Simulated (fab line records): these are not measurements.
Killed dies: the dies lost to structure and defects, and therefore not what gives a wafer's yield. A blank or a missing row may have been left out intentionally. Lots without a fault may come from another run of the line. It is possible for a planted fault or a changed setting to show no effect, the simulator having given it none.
Matching of chambers	flow n5 finfet	4 sister chambers for N5_HKMG_FIN_HK_ALD_01 on ald hk-02
The step deposits HfO2, target thk 1.6 nm, pulse time 3 s, purge time 3 s. 4 wafers are shown with their chamber, then 7 later ones without.

== WAFERS WITH THEIR CHAMBER ==
wafer	chamber	precursor pulse height rel
L075.5	1	0.982
L079.1	3	0.999
L085.2	2	0.992
L085.4	0	1.018

== WAFERS WHOSE CHAMBER IS MISSING ==
wafer	precursor pulse height rel
L085.6	1.006
L086.1	1.004
L086.2	0.977
L086.4	0.999
L088.2	1.019
L088.3	0.993
L088.5	1.018

== CHAMBER TAKEN BY EACH ==
wafer	from the rows above	in truth
L085.6	can't be placed: 3 or 0 or 2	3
L086.1	can't be placed: 3 or 2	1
L086.2	1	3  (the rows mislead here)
L086.4	can't be placed: 3 or 2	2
L088.2	0	0
L088.3	can't be placed: 2 or 3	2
L088.5	0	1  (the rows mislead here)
Correctly placed: 1 of 7. Not placeable from these rows: 4 (in 3, the candidates include the true chamber). Placed wrongly: 2.
How it was worked out, from the rows above alone: a wafer's distance from a chamber is the root of the sum, over the readings, of the square of ((its reading less the chamber's mean) divided by the reading's scatter). If the next closest chamber is less than 2 further off than the closest, the wafer can't be placed; otherwise it belongs to the closest. A chamber's mean is the mean of its shown wafers. The scatter (one wafer shown for each chamber): square how far every hidden wafer sits from the nearest shown wafer, average those squares and take the square root.
